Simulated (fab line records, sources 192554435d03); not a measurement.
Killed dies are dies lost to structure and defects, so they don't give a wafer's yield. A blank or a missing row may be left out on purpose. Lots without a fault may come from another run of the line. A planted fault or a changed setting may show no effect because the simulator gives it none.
fab line records | flow n5_finfet
record lots=7 wafers=18 last_day=18
route steps=1938 shown BEOL_M4@1094
lots that met no fault: from a run of the same line without faults
start_h: hours from the record's first day to the start of the lot's first wafer shown | wait_h: hours since the lot's step before | " the same as in the row above | L1.1+2: a row that stands for several wafers | - no value, or no start given | * or withheld: withheld | < > ~ a bound
route shown NAME@n: a module of which the file shows steps, and the number in the route of the first | usual: mean/standard deviation of fault-free wafers | same: alike in all rows | chamber/n: place in a boat | sites: the reading at each site | _std_site: their standard deviation | _edge_site: outer sites' mean less inner sites' | radius_mm: how far each site lies from the wafer's centre | mask NAME#n: copy n | behind: the tool/chamber that last shaped the wafer | hold: why the lot was held/for how many hours/how that ended | device: the transistor (n, p or np) that didn't switch | end of line: the same wafers' tests at the end of the route | a step without rows: its recipe alone | killed: dies lost to structure and defects at the first sort, not the wafer's yield | map: a wafer's dies, x killed, . not, _ none there
set.NAME: the setting as run; set.NAME@STEP: as run at that earlier step | model.NAME: the simulator's own value behind a step, which no gauge read
lots at some steps of the route; a table a step, a row a wafer
services: from which hour (start_h, from the record's first day; less than 0 if before it) a tool's chamber was out of use, for how many hours, and why
## steps
# step N5_BEOL_M4_SPUTTER_90
# recipe material=Cu target_thk_a=45 temp_c=-20 chamber_pressure_pa=0.07 power_w=withheld time_s=8.29
# step N5_BEOL_M4_ANNEAL_91
# recipe temp_c=400 time_s=240 ambient=vacuum
# step N5_BEOL_M4_SPUTTER_92
# recipe material=Cu target_thk_a=45 temp_c=-20 chamber_pressure_pa=0.07 power_w=withheld time_s=8.29
# step N5_BEOL_M4_ANNEAL_93
# recipe temp_c=400 time_s=240 ambient=vacuum
# usual heater_power_w=835/80
# columns lot.wafer tool chamber start_h wait_h heater_power_w
L945.1 pvd_sputter-01 - 173.86 0.0 982
L945.2 " - " " 734
L945.5 " - " " 907
L949.2 pvd_sputter-01 - 199.03 0.0 915
L949.4 " - " " 744
L949.5 " - " " 730
L951.4 pvd_sputter-02 - 252.24 0.0 902
L951.5 " - " " 840
L953.1 pvd_sputter-01 - 259.65 0.0 911
L953.4 " - " " 742
L956.2 pvd_sputter-02 - 259.79 0.0 833
L956.5 " - " " 823
L959.2 pvd_sputter-02 - 301.46 0.0 816
L959.4 " - " " 880
L959.6 " - " " 813
L966.2 pvd_sputter-03 - 324.66 0.0 858
L966.3 " - " " 895
L966.4 " - " " 725
# step N5_BEOL_M4_SPUTTER_94
# recipe material=Cu target_thk_a=45 temp_c=-20 chamber_pressure_pa=0.07 power_w=withheld time_s=8.29
# step N5_BEOL_M4_ANNEAL_95
# recipe temp_c=400 time_s=240 ambient=vacuum
# step N5_BEOL_M4_SPUTTER_96
# recipe material=Cu target_thk_a=45 temp_c=-20 chamber_pressure_pa=0.07 power_w=withheld time_s=8.29
# usual throttle_valve_pct=30.2/0.99
# columns lot.wafer tool chamber start_h wait_h throttle_valve_pct
L945.1 pvd_sputter-01 - 174.22 0.1 30.0
L945.2 " - " " 30.0
L945.5 " - " " 31.6
L949.2 pvd_sputter-01 - 199.39 0.1 32.1
L949.4 " - " " 30.0
L949.5 " - " " 29.6
L951.4 pvd_sputter-02 - 252.60 0.1 29.9
L951.5 " - " " 29.5
L953.1 pvd_sputter-01 - 260.01 0.1 31.8
L953.4 " - " " 29.7
L956.2 pvd_sputter-02 - 260.15 0.1 29.6
L956.5 " - " " 28.5
L959.2 pvd_sputter-02 - 301.85 0.1 28.3
L959.4 " - " " 30.3
L959.6 " - " " 28.3
L966.2 pvd_sputter-03 - 325.02 0.1 30.0
L966.3 " - " " 31.3
L966.4 " - " " 30.2
# step N5_BEOL_M4_ECD_50
# recipe material=Cu target_thk_a=3000
# step N5_BEOL_M4_ANNEAL_51
# recipe temp_c=225 time_s=90 ambient=N2
# usual wafer_temp_C_max=225.85/0.23
# columns lot.wafer tool chamber start_h wait_h wafer_temp_C_max
L945.1 rtp_anneal-01 0 174.41 0.1 226.16
L945.2 " 0 " " 226.15
L945.5 " 0 " " 225.85
L949.2 rtp_anneal-01 0 199.63 0.1 226.01
L949.4 " 0 " " 225.65
L949.5 " 0 " " 226.17
L951.4 rtp_anneal-02 0 252.93 0.2 226.09
L951.5 " 0 " " 225.80
L953.1 rtp_anneal-02 0 260.20 0.1 225.86
L953.4 " 0 " " 226.12
L956.2 rtp_anneal-01 0 260.39 0.1 225.77
L956.5 " 0 " " 225.94
L959.2 rtp_anneal-01 0 302.10 0.1 226.16
L959.4 " 0 " " 225.97
L959.6 " 0 " " 225.97
L966.2 rtp_anneal-02 0 325.53 0.4 225.85
L966.3 " 0 " " 225.89
L966.4 " 0 " " 225.54
# step N5_BEOL_M4_CMP_52
# recipe stop_on=SiOC t_overpolish_s=6.8 down_force_psi=1 platen_rpm=50 clearing_platen_down_force_psi=1.5 clearing_platen_rpm=50 post_cmp_clean=cu_alkaline target_thk_nm=40 clearing_platen_pad_velocity_m_s=0.99484 pad_velocity_m_s=0.99484
# usual barrier_field_endpoint_s=24.9/0.65 edge_zone_pressure_frac=1.000/0.0049 motor_current_A=5.4/0.62 overpolish_run_s=6.800/0.0088 time_to_endpoint_s=63.5/3
# columns lot.wafer tool chamber start_h wait_h barrier_field_endpoint_s edge_zone_pressure_frac motor_current_A overpolish_run_s time_to_endpoint_s
L945.2 cmp-03 2 174.71 0.2 25.3 1.008 5.5 6.806 64.6
L945.1 " 0 " " 24.8 0.996 4.8 6.804 61.5
L945.5 " 3 " " 24.8 1.007 6.3 6.798 62.1
L949.4 cmp-04 3 199.92 0.2 25.6 1.004 5.6 6.801 69.2
L949.2 " 1 " " 24.9 1.001 6.4 6.812 64.3
L949.5 " 2 " " 25.5 1.000 5.4 6.794 64.0
L951.4 cmp-02 2 253.20 0.2 25.1 1.006 4.5 6.788 61.7
L951.5 " 0 " " 25.7 1.008 6.2 6.802 62.0
L953.1 cmp-04 3 260.51 0.3 25.0 0.999 6.0 6.793 65.2
L953.4 " 0 " " 25.1 0.996 4.7 6.782 62.0
L956.2 cmp-03 2 260.64 0.2 25.1 1.004 5.2 6.812 62.8
L956.5 " 3 " " 25.3 1.002 6.0 6.799 61.0
L959.4 cmp-03 0 302.35 0.1 24.7 1.001 5.1 6.797 64.5
L959.2 " 3 " " 24.1 1.007 6.2 6.790 64.0
L959.6 " 0 " " 24.7 0.998 5.3 6.799 65.2
L966.2 cmp-02 2 325.78 0.2 25.5 1.000 4.5 6.816 66.1
L966.3 " 0 " " 25.1 0.997 6.4 6.793 63.9
L966.4 " 1 " " 25.0 0.997 5.5 6.789 61.8
# step N5_BEOL_M4_THK_MEAS_53
# recipe thk_meas_gauge=xrf reads=Cu_of_BEOL_M4_ECD_50
# usual M4_THK=40.0/1.4
# columns lot.wafer tool chamber start_h wait_h M4_THK[nm]
L945.1 film_metro-02 - 175.00 - 38.8
L945.2 " - " " 38.4
L945.5 " - " " 39.3
L949.2 film_metro-01 - 200.18 - 37.8
L949.4 " - " " 40.6
L949.5 " - " " 39.4
L951.4 film_metro-02 - 253.38 - 40.3
L951.5 " - " " 40.3
L953.1 film_metro-02 - 260.81 - 39.7
L953.4 " - " " 41.5
L956.2 film_metro-01 - 260.93 - 36.8
L956.5 " - " " 39.4
L959.2 film_metro-01 - 302.65 - 37.6
L959.4 " - " " 38.3
L959.6 " - " " 38.8
L966.2 film_metro-02 - 326.07 - 41.9
L966.3 " - " " 40.6
L966.4 " - " " 37.5
# step N5_BEOL_M4_PRE_CLEAN_60
# recipe gas=NH3/H2 time_s=15 temp_c=* rf_power_w=300
# usual heater_power_w=84/7.2
# columns lot.wafer tool chamber start_h wait_h heater_power_w
L945.1 cvd_co-02 0 175.04 0.0 77
L945.2 " 1 " " 83
L945.5 " 1 " " 82
L949.2 cvd_co-01 1 200.22 0.0 91
L949.4 " 1 " " 87
L949.5 " 2 " " 82
L951.4 cvd_co-01 2 253.44 0.1 79
L951.5 " 1 " " 88
L953.1 cvd_co-01 1 260.85 0.0 88
L953.4 " 1 " " 91
L956.2 cvd_co-01 2 260.97 0.0 79
L956.5 " 0 " " 96
L959.2 cvd_co-02 0 302.68 0.0 78
L959.4 " 0 " " 77
L959.6 " 2 " " 72
L966.2 cvd_co-02 2 326.11 0.0 73
L966.3 " 1 " " 84
L966.4 " 1 " " 83
# step N5_BEOL_M4_CO_CAP_55
# recipe material=Co target_thk_a=20 temp_c=200 precursor=CCTBA/H2 pressure_torr=30 time_s=102.1
# usual heater_power_w=235/9.2 run_length_s=125.2/0.34
# columns lot.wafer tool chamber start_h wait_h heater_power_w run_length_s model.Co_of_BEOL_M4_CO_CAP_55.thk_nm
L945.1 cvd_co-02 0 175.10 0.0 232 125.2 2.2
L945.2 " 1 " " 231 125.0 2
L945.5 " 1 " " 230 125.4 1.8
L949.2 cvd_co-01 1 200.26 0.0 238 125.1 2.2
L949.4 " 1 " " 238 125.2 2.2
L949.5 " 2 " " 232 125.0 2
L951.4 cvd_co-01 2 253.49 0.0 237 124.9 1.8
L951.5 " 1 " " 239 168.6 2.8
L953.1 cvd_co-01 1 260.89 0.0 233 168.7 2.8
L953.4 " 1 " " 246 125.7 1.8
L956.2 cvd_co-01 2 261.01 0.0 228 125.0 2
L956.5 " 0 " " 242 168.4 2.8
L959.2 cvd_co-02 0 302.72 0.0 230 126.2 2
L959.4 " 0 " " 231 125.2 2
L959.6 " 2 " " 224 124.5 2
L966.2 cvd_co-02 2 326.15 0.0 222 124.5 2
L966.3 " 1 " " 238 125.2 2.2
L966.4 " 1 " " 236 126.1 2
# step N5_BEOL_M4_PRE_CLEAN_56
# recipe gas=NH3 time_s=15 temp_c=withheld rf_power_w=300
# step N5_BEOL_M4_RC_MEAS_101
# usual DIBL_N=36.3/2 DIBL_P=36.3/2.4 IOFF_N=0.16/0.034 IOFF_P=0.21/0.035 ION_N=672/12 ION_P=459/6.5 SS_N=71.6/0.67 SS_P=73.3/0.71 VT_N=250/3.5 VT_P=-251/3
# columns lot.wafer tool chamber start_h wait_h DIBL_N[mV/V] DIBL_P[mV/V] IOFF_N[nA/um] IOFF_P[nA/um] ION_N[uA/um] ION_P[uA/um] SS_N[mV/dec] SS_P[mV/dec] VT_N[mV] VT_P[mV]
L945.1 prober-02 0 175.37 0.0 35.2 34.8 0.14 0.20 678 464 71.0 73.2 253 -249
L945.2 " 0 " " 33.0 32.0 0.11 0.16 658 454 70.8 72.1 256 -253
L945.5 " 0 " " 31.8 31.1 0.10 0.15 654 456 70.5 71.9 256 -256
L949.2 prober-01 0 200.65 0.2 33.3 34.2 0.12 0.17 661 459 70.4 72.8 255 -254
L949.4 " 0 " " 36.5 36.6 0.17 0.21 681 462 71.0 73.9 248 -250
L949.5 " 0 " " 32.1 32.3 0.10 0.15 662 454 70.0 72.3 256 -254
L951.4 prober-02 0 254.16 0.5 36.7 36.4 0.16 0.24 664 466 71.2 73.9 252 -246
L951.5 " 0 " " 36.9 36.1 0.16 0.24 669 463 72.0 73.8 250 -247
L953.1 prober-02 0 261.12 0.0 36.8 37.9 0.16 0.23 665 462 71.9 73.1 254 -246
L953.4 " 0 " " 36.8 37.4 0.17 0.22 671 465 71.1 74.2 249 -248
L956.2 prober-01 0 261.41 0.2 38.7 40.3 0.22 0.28 682 465 73.0 75.1 249 -242
L956.5 " 0 " " 36.1 38.5 0.17 0.24 670 455 72.0 75.0 253 -247
L959.2 prober-02 0 303.11 0.2 36.4 37.4 0.15 0.21 669 465 71.6 72.7 252 -247
L959.4 " 0 " " 33.7 33.8 0.12 0.17 669 471 70.9 71.8 252 -251
L959.6 " 0 " " 36.4 36.4 0.15 0.20 660 458 71.6 73.0 250 -249
L966.2 prober-01 0 326.54 0.2 38.5 39.2 0.23 0.26 693 467 72.8 73.9 242 -247
L966.3 " 0 " " 37.8 38.4 0.23 0.26 685 459 72.2 73.7 243 -247
L966.4 " 0 " " 38.6 39.4 0.23 0.26 686 460 71.8 74.3 244 -245
## services
# columns tool chamber start_h hours kind
cvd_co-02 - 151.32 1.5 repair
cmp-02 - 156.03 16.5 pm
cvd_co-02 - 167.38 4.1 repair
cvd_co-02 2 174.06 10.5 repair
cmp-03 - 184.75 1.7 repair
cmp-03 - 191.84 4.0 pm
pvd_sputter-02 - 197.53 7.5 repair
cmp-02 - 203.16 2.4 repair
cmp-03 - 205.24 4.4 pm
cmp-02 - 226.00 6.5 pm
cvd_co-01 2 232.36 3.2 repair
cmp-04 - 236.49 3.8 pm
cvd_co-02 - 262.33 0.7 repair
cmp-02 - 270.49 3.3 repair
cmp-02 - 281.52 4.0 pm
cvd_co-02 - 283.54 14.6 pm
cmp-02 - 285.52 - consumable_replace:conditioner
cmp-02 - 285.52 - consumable_replace:pad
rtp_anneal-01 - 323.25 10.9 pm
## key
first_sign step=N5_BEOL_M4_CO_CAP_55 reading=run_length_s direction=up sigmas=99+ usual=* struck=*
effect none on later readings
model_effect step=N5_BEOL_M4_CO_CAP_55 value=Co_of_BEOL_M4_CO_CAP_55.thk_nm without=2 struck=2.8
met_at N5_BEOL_M4_CO_CAP_55
struck_wafers L951.5,L953.1,L956.5
onset_between 200.26 253.49
fault kind=process_parameter_drift tool=cvd_co-01 chamber=- onset_h=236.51 steps=N5_BEOL_M4_CO_CAP_55 channel=time_s offset=* shape=step end_h=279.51 scope=struck_wafers_only acts_in=* stated=*
